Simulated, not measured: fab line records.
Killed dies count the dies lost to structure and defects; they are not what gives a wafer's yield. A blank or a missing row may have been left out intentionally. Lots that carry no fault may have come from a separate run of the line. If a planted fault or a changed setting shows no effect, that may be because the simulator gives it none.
fab line records | flow n5_finfet | part 1 of 2: steps 1 to 7 of 8
record: lots: 8 wafers: 24 last_day: 17
route steps=1938 shown FIN_SAQP@118 BEOL_M4@1111 PASSIVATION@1936
lots with no fault: from the same line, run without faults
start_h: hours from the record's opening day to when the first of the lot's shown wafers began | wait_h: hours from the lot's prior step to this one | " identical to the entry in the row above | L1.1+2: one row covering several wafers at once | - no value present, or no start provided | * or withheld: withheld | < > ~ a bound
route shown NAME@n: a module of which the file shows steps, and the number in the route of the first | usual: the fault-free wafers' mean and standard deviation | same: alike in all rows | chamber/n: place in a boat | sites: the reading at each site | _std_site: standard deviation of those values | _edge_site: inner sites' mean taken away from outer sites' mean | radius_mm: for every site, how far away it sits from the centre of the wafer | mask NAME#n: copy n | behind: the tool/chamber that last shaped the wafer | hold: cause of the lot's hold/its duration in hours/its outcome | device: names the non-switching transistor (n, p or np) | end of line: the same wafers' tests at the end of the route | where a step has no rows: the recipe by itself | killed: count of dies lost to structure and defects at first sort (not the wafer's yield) | map: dies across one wafer; x = killed, . = not, _ = none there
set.NAME: the setting the step ran with; set.NAME@STEP: the setting that earlier step ran with | model.NAME: the simulator's own value behind a step, which no gauge read
the route's steps for a sample of lots (tables are steps, rows are wafers)
services: a tool's chamber out of use, with start hour (start_h, from the record's first day; less than 0 if before it), hours out, and reason
== steps ==
step: N5_FIN_SAQP_HM_OPEN_73
recipe: chemistry: CHF3/O2 target: SiO2 stop_on: a-Si target_depth_a: 120 over_etch_frac: 1.8 mask_material: SOC time_s: 16.8 pressure_mtorr: 30 source_w: 650 bias_w: 170 Ar_flow_sccm: 200 CHF3_flow_sccm: 50 O2_flow_sccm: 5 ion_energy_ev: 200 ends: end_point
usual: drypump_motor_current_A: 6.0/0.36 oes_f_703_au: 0.77/0.068 oes_product_au: 0.46/0.038 rf_vpp_V: 525/9.5 showerhead_plenum_p_Torr: 2.40/0.067 throttle_valve_pct: 18.81/0.2
columns lot.wafer tool chamber start_h wait_h drypump_motor_current_A oes_f_703_au oes_product_au rf_hours_counter_h rf_vpp_V showerhead_plenum_p_Torr throttle_valve_pct
L421.1 rie_diel-02 3 59.08 0.0 5.5 0.66 0.41 223 537 2.50 19.27
L421.4 " 2 " " 5.9 0.76 0.47 122 524 2.51 18.67
L421.5 " 2 " " 5.9 0.76 0.46 - 526 2.51 18.68
L422.1 rie_diel-03 1 64.60 0.0 6.6 0.74 0.44 184 514 2.39 18.92
L422.4 " 3 " " 5.9 0.74 0.44 - 534 2.32 19.00
L422.5 " 0 " " 6.0 0.76 0.47 - 529 2.33 18.66
L423.1 rie_diel-02 0 69.99 0.0 6.4 0.89 0.54 37 521 2.36 18.69
L423.2 " 3 " " 5.5 0.66 0.41 228 539 2.49 19.28
L423.5 " 3 " " 5.5 0.66 0.41 - 537 2.49 19.28
L430.3 rie_diel-02 0 111.63 0.0 6.3 0.87 0.52 54 522 2.35 18.72
L430.5 " 1 " " 6.0 0.70 0.43 - 524 2.41 18.72
L430.6 " 0 " " 6.3 0.87 0.53 - 523 2.35 18.70
L431.1 rie_diel-02 3 118.46 0.0 5.5 0.65 0.40 246 537 2.49 19.31
L431.5 " 2 " " 5.9 0.74 0.45 - 524 2.50 18.71
L431.6 " 3 " " 5.5 0.65 0.41 - 538 2.49 19.31
L432.1 rie_diel-03 3 123.97 0.0 5.9 0.73 0.44 162 535 2.31 19.02
L432.2 " 2 " " 5.7 0.82 0.47 107 508 2.44 18.71
L432.4 " 0 " " 6.0 0.75 0.46 105 530 2.32 18.67
L436.3 rie_diel-02 2 148.26 0.0 5.9 0.73 0.45 157 525 2.50 18.74
L436.4 " 1 " " 6.1 0.71 0.42 - 524 2.40 18.71
L436.6 " 2 " " 5.9 0.73 0.46 - 523 2.50 18.74
L438.3 rie_diel-04 3 159.75 0.0 5.1 0.89 0.54 24 540 2.45 18.84
L438.5 " 1 " " 6.3 0.84 0.50 - 513 2.34 18.44
L438.6 " 2 " " 6.1 0.71 0.43 - 535 2.37 18.87
step: N5_FIN_SAQP_RECESS_75
recipe: chemistry: HF/NH3 target: SiO2 target_depth_a: 144 afs_cycles: 3 temp_c: 30 sublimation_temp_c: 180 sublimation_time_s: 60
usual: drypump_motor_current_A: 5.53/0.29
columns lot.wafer tool chamber start_h wait_h drypump_motor_current_A
L421.1 vapor_etch-02 1 59.59 0.0 5.06
L421.4 " 0 " " 5.48
L421.5 " 0 " " 5.45
L422.1 vapor_etch-01 0 65.10 0.0 5.57
L422.4 " 0 " " 5.56
L422.5 " 1 " " 5.90
L423.1 vapor_etch-02 1 70.49 0.0 5.05
L423.2 " 0 " " 5.46
L423.5 " 1 " " 5.06
L430.3 vapor_etch-01 1 112.81 0.4 5.93
L430.5 " 0 " " 5.57
L430.6 " 1 " " 5.93
L431.1 vapor_etch-01 1 119.19 0.0 5.85
L431.5 " 1 " " 5.88
L431.6 " 0 " " 5.56
L432.1 vapor_etch-01 1 124.48 0.0 5.82
L432.2 " 0 " " 5.55
L432.4 " 0 " " 5.55
L436.3 vapor_etch-01 1 148.89 0.1 5.90
L436.4 " 0 " " 5.56
L436.6 " 1 " " 5.86
L438.3 vapor_etch-02 0 160.45 0.1 5.45
L438.5 " 0 " " 5.49
L438.6 " 1 " " 5.07
step: N5_FIN_SAQP_MANDREL_ETCH_58
recipe: chemistry: HBr/Cl2 target: a-Si target_depth_a: 450 bt_time_s: 10 stop_on: SiNx mask_material: SiO2 over_etch_frac: 0.8 time_s: 27 pressure_mtorr: 10 icp_w: 800 bias_w: 75 HBr_flow_sccm: 150 Cl2_flow_sccm: 80 ends: end_point
usual: HBr_flow_sccm: 150.0/0.33 bias_w: 75.00/0.22 drypump_motor_current_A: 5.8/0.49 oes_product_au: 0.694/0.014 throttle_valve_pct: 35.6/0.38
columns lot.wafer tool chamber start_h wait_h HBr_flow_sccm bias_w drypump_motor_current_A oes_product_au rf_hours_counter_h throttle_valve_pct
L421.1 rie_si-03 3 61.34 0.0 - - - - - -
L421.4 " 1 " " - - - - - -
L421.5 " 1 " " - - - - - -
L422.1 rie_si-03 1 66.61 0.0 - - - - - -
L422.4 " 0 " " - - - - - -
L422.5 " 2 " " - - - - - -
L423.1 rie_si-05 0 72.58 0.0 - - - - - -
L423.2 " 3 " " - - - - - -
L423.5 " 0 " " - - - - - -
L430.3 rie_si-03 3 114.46 0.0 149.7 74.78 5.9 0.685 30 35.6
L430.5 " 1 " " 149.9 74.84 6.1 0.688 - 35.7
L430.6 " 2 " " 150.2 75.03 5.3 0.680 - 36.5
L431.1 rie_si-05 0 120.88 0.0 149.2 74.98 6.0 0.705 170 35.6
L431.5 " 2 " " 149.8 74.74 6.2 0.722 - 35.5
L431.6 " 3 " " 149.3 75.19 6.3 0.686 - 35.0
L432.1 rie_si-03 0 126.30 0.0 150.1 74.84 5.2 0.705 189 35.3
L432.2 " 3 " " 149.6 74.81 5.9 0.695 30 35.5
L432.4 " 1 " " 149.8 75.00 6.0 0.677 108 35.7
L436.3 rie_si-03 0 151.48 0.0 149.9 74.77 5.2 0.690 189 35.3
L436.4 " 2 " " 149.5 75.30 5.3 0.682 68 36.4
L436.6 " 3 " " 149.4 74.78 5.9 0.701 - 35.5
L438.3 rie_si-05 0 161.86 0.0 150.4 75.21 6.0 0.704 171 35.6
L438.5 " 1 " " 149.7 74.70 6.0 0.728 - 35.2
L438.6 " 2 " " 149.8 74.81 6.2 0.707 - 35.5
step: N5_FIN_SAQP_RECESS_63
recipe: chemistry: HF/NH3 target: SiO2 target_depth_a: 180 afs_cycles: 3 temp_c: 30 sublimation_temp_c: 180 sublimation_time_s: 60
usual: drypump_motor_current_A: 5.45/0.3
columns lot.wafer tool chamber start_h wait_h drypump_motor_current_A
L421.1 vapor_etch-02 0 61.42 0.1 5.44
L421.4 " 1 " " 5.09
L421.5 " 1 " " 5.08
L422.1 vapor_etch-02 0 66.69 0.1 5.48
L422.4 " 1 " " 5.05
L422.5 " 1 " " 5.04
L423.1 vapor_etch-02 0 72.66 0.1 5.48
L423.2 " 1 " " 5.06
L423.5 " 0 " " 5.47
L430.3 vapor_etch-01 1 114.66 0.2 5.90
L430.5 " 0 " " 5.54
L430.6 " 1 " " 5.89
L431.1 vapor_etch-01 0 120.96 0.1 5.56
L431.5 " 1 " " 5.86
L431.6 " 0 " " 5.57
L432.1 vapor_etch-02 1 126.38 0.1 5.05
L432.2 " 0 " " 5.47
L432.4 " 1 " " 5.04
L436.3 vapor_etch-02 0 151.68 0.2 5.47
L436.4 " 1 " " 5.04
L436.6 " 1 " " 5.08
L438.3 vapor_etch-01 0 162.06 0.2 5.57
L438.5 " 1 " " 5.88
L438.6 " 0 " " 5.57
step: N5_FIN_SAQP_ETCH_69
recipe: chemistry: N2/H2 target: SOC target_depth_a: 1500 stop_on: SiNx ion_energy_ev: 100 bias_w: 61 pressure_mtorr: 30 source_w: 850 n2_flow_sccm: 200 h2_flow_sccm: 200
usual: bias_w: 61.00/0.18 chamber_pressure_mTorr: 29.998/0.025 drypump_motor_current_A: 6.0/0.35 h2_flow_sccm: 200.0/0.64 oes_product_au: 0.77/0.074 rf_vpp_V: 240.5/1.2 showerhead_plenum_p_Torr: 2.53/0.076 throttle_valve_pct: 17.78/0.22
columns lot.wafer tool chamber start_h wait_h bias_w chamber_pressure_mTorr drypump_motor_current_A h2_flow_sccm oes_product_au rf_hours_counter_h rf_vpp_V showerhead_plenum_p_Torr throttle_valve_pct
L421.1 rie_diel-03 3 61.94 - 60.90 29.968 5.9 199.9 0.28 141 238.9 2.43 17.87
L421.4 " 0 " " 60.76 30.030 6.0 200.1 0.30 - 239.1 2.46 17.58
L421.5 " 1 " " 61.01 30.036 6.6 199.9 0.28 - 240.5 2.52 17.89
L422.1 rie_diel-04 3 67.13 - 60.86 30.007 5.1 200.8 0.26 249 240.7 2.62 18.24
L422.4 " 0 " " 61.06 30.049 5.8 198.8 0.26 222 238.3 2.41 17.75
L422.5 " 2 " " 61.35 30.021 6.1 198.6 0.28 - 241.4 2.54 17.90
L423.1 rie_diel-04 2 73.13 - 60.77 29.920 6.1 199.7 0.28 184 240.7 2.53 17.89
L423.2 " 1 " " 60.95 29.997 6.3 200.4 0.33 45 240.7 2.48 17.26
L423.5 " 3 " " 61.01 29.996 5.1 199.4 0.26 - 241.5 2.62 18.23
L430.3 rie_diel-04 0 115.04 - 60.87 30.041 5.8 199.0 0.69 241 237.9 2.40 17.84
L430.5 " 0 " " 60.97 30.007 5.7 199.5 0.68 - 239.9 2.40 17.85
L430.6 " 3 " " 61.20 29.967 5.1 199.9 0.94 - 240.8 2.62 17.96
L431.1 rie_diel-02 2 121.52 - 61.24 30.028 5.9 200.1 0.74 147 242.7 2.65 17.80
L431.5 " 3 " " 61.06 29.970 5.5 200.6 0.65 - 242.0 2.61 18.22
L431.6 " 2 " " 61.05 30.023 5.9 201.0 0.73 - 241.4 2.65 17.80
L432.1 rie_diel-03 2 126.82 - 61.08 29.956 5.7 200.5 0.79 109 240.3 2.57 17.72
L432.2 " 1 " " 61.10 29.976 6.6 200.9 0.72 206 240.4 2.51 17.98
L432.4 " 0 " " 60.80 29.993 6.1 198.5 0.76 106 241.0 2.46 17.64
L436.3 rie_diel-03 1 152.01 - 60.86 29.972 6.6 199.5 0.71 215 240.4 2.50 18.00
L436.4 " 2 " " 60.92 30.037 5.7 199.8 0.78 118 239.7 2.57 17.75
L436.6 " 2 " " 60.92 29.999 5.7 199.6 0.78 - 240.8 2.57 17.74
L438.3 rie_diel-02 1 162.39 - 60.82 29.964 6.1 199.6 0.69 206 241.2 2.52 17.67
L438.5 " 3 " " 61.20 30.042 5.5 200.4 0.93 - 241.4 2.61 17.78
L438.6 " 2 " " 60.70 30.025 5.9 200.3 0.73 - 241.1 2.64 17.83
step: N5_FIN_SAQP_SPACER2_ETCHBACK_29
recipe: chemistry: CHF3/O2 mode: anisotropic_etchback target: SiO2 target_depth_a: 122 time_s: 6.1 pressure_mtorr: 30 source_w: 650 bias_w: 170 Ar_flow_sccm: 200 CHF3_flow_sccm: 50 O2_flow_sccm: 5 ion_energy_ev: 200
usual: drypump_motor_current_A: 6.0/0.38 oes_f_703_au: 0.77/0.067 oes_product_au: 0.77/0.066 rf_vpp_V: 524/11 showerhead_plenum_p_Torr: 2.37/0.062 throttle_valve_pct: 18.87/0.2
columns lot.wafer tool chamber start_h wait_h drypump_motor_current_A oes_f_703_au oes_product_au rf_hours_counter_h rf_vpp_V showerhead_plenum_p_Torr throttle_valve_pct
L421.1 rie_diel-03 0 62.84 0.4 6.0 0.76 0.30 84 531 2.33 18.60
L421.4 " 3 " " 5.9 0.73 0.29 - 535 2.32 18.96
L421.5 " 0 " " 6.0 0.76 0.30 - 530 2.33 18.61
L422.1 rie_diel-04 2 67.90 0.2 6.1 0.73 0.27 182 535 2.39 18.78
L422.4 " 1 " " 6.3 0.89 0.34 44 511 2.35 18.33
L422.5 " 0 " " 5.8 0.71 0.27 - 517 2.29 18.75
L423.1 rie_diel-03 3 74.13 0.2 5.9 0.74 0.28 145 533 2.32 18.94
L423.2 " 0 " " 6.0 0.76 0.30 88 528 2.32 18.61
L423.5 " 2 " " 5.7 0.84 0.31 - 510 2.44 18.64
L430.3 rie_diel-04 1 115.69 0.2 6.3 0.86 0.85 63 513 2.35 18.47
L430.5 " 2 " " 6.1 0.72 0.73 - 536 2.38 18.93
L430.6 " 3 " " 5.1 0.94 0.96 - 542 2.46 18.89
L431.1 rie_diel-03 1 122.15 0.2 6.6 0.73 0.73 205 513 2.38 19.05
L431.5 " 2 " " 5.7 0.82 0.81 - 510 2.44 18.80
L431.6 " 3 " " 5.9 0.72 0.74 - 535 2.31 19.09
L432.1 rie_diel-02 2 127.46 0.2 5.9 0.74 0.75 148 526 2.50 18.78
L432.2 " 1 " " 6.1 0.71 0.70 192 521 2.41 18.79
L432.4 " 3 " " 5.6 0.65 0.67 249 537 2.48 19.39
L436.3 rie_diel-04 2 152.87 0.2 6.1 0.72 0.73 214 535 2.37 18.94
L436.4 " 1 " " 6.3 0.85 0.83 - 513 2.34 18.49
L436.6 " 3 " " 5.1 0.90 0.93 - 541 2.45 18.91
L438.3 rie_diel-02 1 163.59 0.2 6.0 0.70 0.68 207 524 2.40 18.81
L438.5 " 3 " " 5.5 0.91 0.94 - 537 2.48 19.00
L438.6 " 2 " " 5.9 0.72 0.73 - 524 2.50 18.80
step: N5_BEOL_M4_RC_MEAS_101
usual: DIBL_N: 37.2/1.9 DIBL_P: 37.3/2.2 IOFF_N: 0.18/0.038 IOFF_P: 0.22/0.039 ION_N: 678/11 ION_P: 462/6.9 SS_N: 71.8/0.68 SS_P: 73.5/0.65 VT_N: 249/3.4 VT_P: -250/3.2
columns lot.wafer tool chamber start_h wait_h DIBL_N[mV/V] DIBL_P[mV/V] IOFF_N[nA/um] IOFF_P[nA/um] ION_N[uA/um] ION_P[uA/um] SS_N[mV/dec] SS_P[mV/dec] VT_N[mV] VT_P[mV]
L430.3 prober-01 0 259.47 0.3 36.9 35.2 0.15 0.19 676 461 71.7 72.9 250 -250
L430.5 " 0 " " 38.3 38.0 0.19 0.24 684 464 71.8 74.0 248 -249
L430.6 " 0 " " 36.3 35.0 0.15 0.20 675 460 71.7 73.7 251 -251
L431.1 prober-01 0 267.21 0.0 34.7 36.6 0.16 0.18 681 459 71.6 73.3 251 -253
L431.5 " 0 " " 35.3 37.4 0.17 0.19 684 458 71.5 73.4 246 -254
L431.6 " 0 " " 36.2 38.1 0.19 0.21 682 458 71.5 73.8 251 -250
L432.1 prober-01 0 300.26 0.0 40.8 40.5 0.26 0.34 694 478 73.6 74.5 240 -242
L432.2 " 0 " " 36.7 35.5 0.16 0.23 684 477 71.6 73.7 246 -247
L432.4 " 0 " " 35.3 34.4 0.14 0.20 660 464 71.1 73.4 250 -249
L436.3 prober-02 0 300.65 0.3 36.7 38.0 0.19 0.22 684 462 71.4 73.8 247 -250
L436.4 " 0 " " 37.6 39.6 0.22 0.26 690 462 72.2 73.6 247 -249
L436.6 " 0 " " 36.4 37.7 0.18 0.22 685 462 72.3 73.1 248 -250
L438.3 prober-02 0 310.43 0.3 35.6 36.9 0.16 0.19 669 460 71.8 73.2 251 -253
L438.5 " 0 " " 33.3 32.9 0.11 0.15 655 453 71.8 73.2 257 -255
L438.6 " 0 " " 37.0 37.7 0.18 0.22 678 459 72.6 73.6 248 -250
== key ==
first_sign: step: N5_FIN_SAQP_MANDREL_ETCH_58 reading: tool_record direction: missing
effect: step: N5_FIN_SAQP_ETCH_69 reading: oes_product_au direction: down sigmas: 6.5 usual: 0.77 struck: 0.28
effect: step: N5_FIN_SAQP_SPACER2_ETCHBACK_29 reading: oes_product_au direction: down sigmas: 7.2 usual: 0.77 struck: 0.30
effect: step: N5_PASSIVATION_PROBE_49 reading: sort_bin_5_function direction: up sigmas: 85 usual: 5.1 struck: 96.3
more_kills_born_at: N5_FIN_SAQP_MANDREL_ETCH_58@rie_si-03: 6453 N5_FIN_SAQP_MANDREL_ETCH_58@rie_si-05: 3240
met_at N5_FIN_SAQP_MANDREL_ETCH_58
struck_lots L421,L422,L423
later_rows_left_out L421.1,L421.4,L421.5,L422.1,L422.4,L422.5,L423.1,L423.2,L423.5
not_acting_at N5_FIN_SAQP_HM_OPEN_73,N5_FIN_SAQP_RECESS_75,N5_FIN_SAQP_RECESS_63
fault: kind: skipped_step_whole tool: rie_si-03,rie_si-05 chamber: - onset_h: 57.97 steps: N5_FIN_SAQP_MANDREL_ETCH_58 scope: struck_lots_only
later_rows_left_out: the simulator's readings of these wafers behind a module that went badly wrong aren't trusted and aren't shown, but for the sort
